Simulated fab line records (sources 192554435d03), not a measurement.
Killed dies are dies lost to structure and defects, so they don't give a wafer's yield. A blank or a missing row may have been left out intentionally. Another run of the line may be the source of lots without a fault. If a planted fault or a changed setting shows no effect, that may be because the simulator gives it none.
A lot that was struck, set against a sound lot ; flow n5Finfet ; 38 steps out of a route of 1938
Sound: wafers L160.1, L160.3, L160.4. Struck: wafer L151.3 (left out: L151.4, L151.5 of the same lot, which were not struck); the cause appears at the end.
At each step with rows: each side's tool, then ch and its chambers, then its first start. Under that, the readings that differ: sound wafers ; struck wafers ; difference of the means ; sigmas: that difference in standard deviations of wafers without a fault.
alike: readings with means less than 2 such deviations apart, plus words and numbers identical on both sides. not compared: withheld readings, readings lacking a value on some wafer, bounds such as >300 that could conceal the same value, and numbers that have no deviation in the record and whose values overlap.
A row with sigmas, a row that says differs or no value, or rows on one side alone: a step with any of these is where the two part. Non-overlapping numbers with no deviation appear without sigmas and do not part them. A reading that every wafer of one side lacks parts them only if that side has two wafers or more.

first, 9 steps without rows for these wafers: N5_BEOL_M4_ANNEAL_95 (time 240 s); N5_BEOL_M4_SPUTTER_96 (material Cu, target thk 4.5 nm, time 8.29 s); N5_BEOL_M4_ECD_50 (material Cu, target thk 300 nm); N5_BEOL_M4_ANNEAL_51 (time 90 s); N5_BEOL_M4_CMP_52 (polishes, stops on SiOC, t overpolish 6.8 s, target thk 40 nm); N5_BEOL_M4_PRE_CLEAN_60 (time 15 s); N5_BEOL_M4_CO_CAP_55 (material Co, precursor CCTBA/H2, target thk 2 nm, time 102.1 s); N5_BEOL_M4_PRE_CLEAN_56 (time 15 s); N5_BEOL_M4_DEP_57 (deposits SiCN from 3MS/NH3, target thk 8 nm, time 14 s).
N5_BEOL_M4_RC_MEAS_101:
  sound on prober-02 ch 0, day 12 20:13; struck on prober-02 ch 0, day 11 02:47
  alike: DIBL_N, DIBL_P, IOFF_N, IOFF_P, ION_N, ION_P, SS_N, SS_P, VT_N, VT_P
then, 24 steps without rows for these wafers: N5_BEOL_M5_ILD_DEP_00 (deposits SiCOH lowk from DEMS/porogen, target thk 140.64 nm, time 25.9 s); N5_BEOL_M5_CURE_79 (cures SiCOH lowk, time 240 s); N5_BEOL_M5_PECVD_70 (deposits SiO2 from TEOS/O2, target thk 16 nm, time 18 s); N5_BEOL_M5_HM_DEP_02 (deposits TiN, target thk 20 nm); N5_BEOL_M5_COAT_59 (time 60 s, resist thk 60 nm); N5_BEOL_M5_COAT_60 (time 60 s, resist thk 12 nm); N5_BEOL_M5_COAT_71 (time 60 s, resist thk 5 nm); N5_BEOL_M5_COAT_05 (resist thk 30 nm); N5_BEOL_M5_EBR_07; N5_BEOL_M5_SOFTBAKE_06 (time 60 s); N5_BEOL_M5_EXPOSE_08 (exposes mask M5, target cd 28 nm); N5_BEOL_M5_PEB_09 (peb time 60 s); N5_BEOL_M5_DEVELOP_10 (develop time 30 s); N5_BEOL_M5_DESCUM_16 (chemistry O2, time 7 s); N5_BEOL_M5_ETCH_72 (etches underlayer in N2/H2, target depth 6.5 nm, time 5.2 s); N5_BEOL_M5_ETCH_61 (etches SiARC in CF4, target depth 15.6 nm, time 26 s); N5_BEOL_M5_ETCH_62 (etches SOC in N2/H2, target depth 75 nm, overetch 15 nm, time 112.5 s); N5_BEOL_M5_STRIP_63 (strips in N2/H2); N5_BEOL_M5_STRIP_73 (strips in N2/H2); N5_BEOL_M5_STRIP_64 (strips in CF4); N5_BEOL_M5_HM_OPEN_17 (chemistry Cl2/BCl3, target TiN, target depth 20 nm, overetch 6 nm); N5_BEOL_M5_STRIP_19 (strips in O2); N5_BEOL_M5_COAT_65 (time 60 s, resist thk 60 nm); N5_BEOL_M5_COAT_66 (time 60 s, resist thk 12 nm).
-- here the record skips 4 days between the struck wafers' starts before and after, leaving off in module BEOL_M5 and picking up in module PASSIVATION (first step shown: number 1910 of the route) --
N5_PASSIVATION_AL_DEP_21: deposits Al, target thk 2800 nm, time 170 s.
  sound on pvdSputter-01, day 16 20:55; struck on pvdSputter-02, day 15 01:01
reading;sound;struck;difference;sigmas
model.Al_of_PASSIVATION_AL_DEP_21.thkNm (nm);2835 2825 2803;3523;+702;
  alike: throttleValvePct
N5_PASSIVATION_ETCH_59: etches TaN in Cl2/BCl3, target depth 65 nm, time 34.9 s.
  sound on rieMetal-02 ch 0,1, day 16 22:13; struck on rieMetal-03 ch 1, day 15 02:10
reading;sound;struck;difference;sigmas
oesProductAu (a.u.);0.78 0.77 0.81;0.27;-0.52;-7
throttleValvePct (%);20.89 20.88 21.01;22.15;+1.22;+11
  alike: drypumpMotorCurrentA
  not compared: rfHoursCounterH
N5_PASSIVATION_STRIP_52: strips in post etch residue remover, time 1200 s.
  sound on wetBench-04 ch 1,3,6, day 17 00:14; struck on wetBench-05 ch 7, day 15 04:00
reading;sound;struck;difference;sigmas
model.Al_of_PASSIVATION_AL_DEP_21.thkNm (nm);2820 2810 2787;3508;+702;
  alike: bathGuardTempC, tempC
N5_PASSIVATION_PROBE_49:
  sound on prober-01, day 17 02:40; struck on prober-01, day 15 06:32
reading;sound;struck;difference;sigmas
defectLimitedYield (%);90.9 92.5 92.5;0.1;-91.9;-54
killedAtOther;4 5 12;1048;+1041;+99 or more
killedDies;107 88 89;1179;+1084;+54
killedOnRim;13 4 13;152;+142;+35
killedOpen;72 57 48;98;+39;+3
sort_bin_5_function (%);5.0 3.9 4.5;96.0;+91.5;+83
sortNPass;1073 1092 1091;1;-1084;-54
sortYieldPct (%);90.9 92.5 92.5;0.1;-91.9;-54
  alike: killed_at_M0_to_M3, killed_at_M4_up, killedAtContacts, killedAtFrontEnd, killedShort, sort_bin_6_memory

## WHERE THEY PART
Earliest at N5_PASSIVATION_ETCH_59; latest, in this record, at N5_PASSIVATION_PROBE_49.

WHY: what had been put in by the simulator
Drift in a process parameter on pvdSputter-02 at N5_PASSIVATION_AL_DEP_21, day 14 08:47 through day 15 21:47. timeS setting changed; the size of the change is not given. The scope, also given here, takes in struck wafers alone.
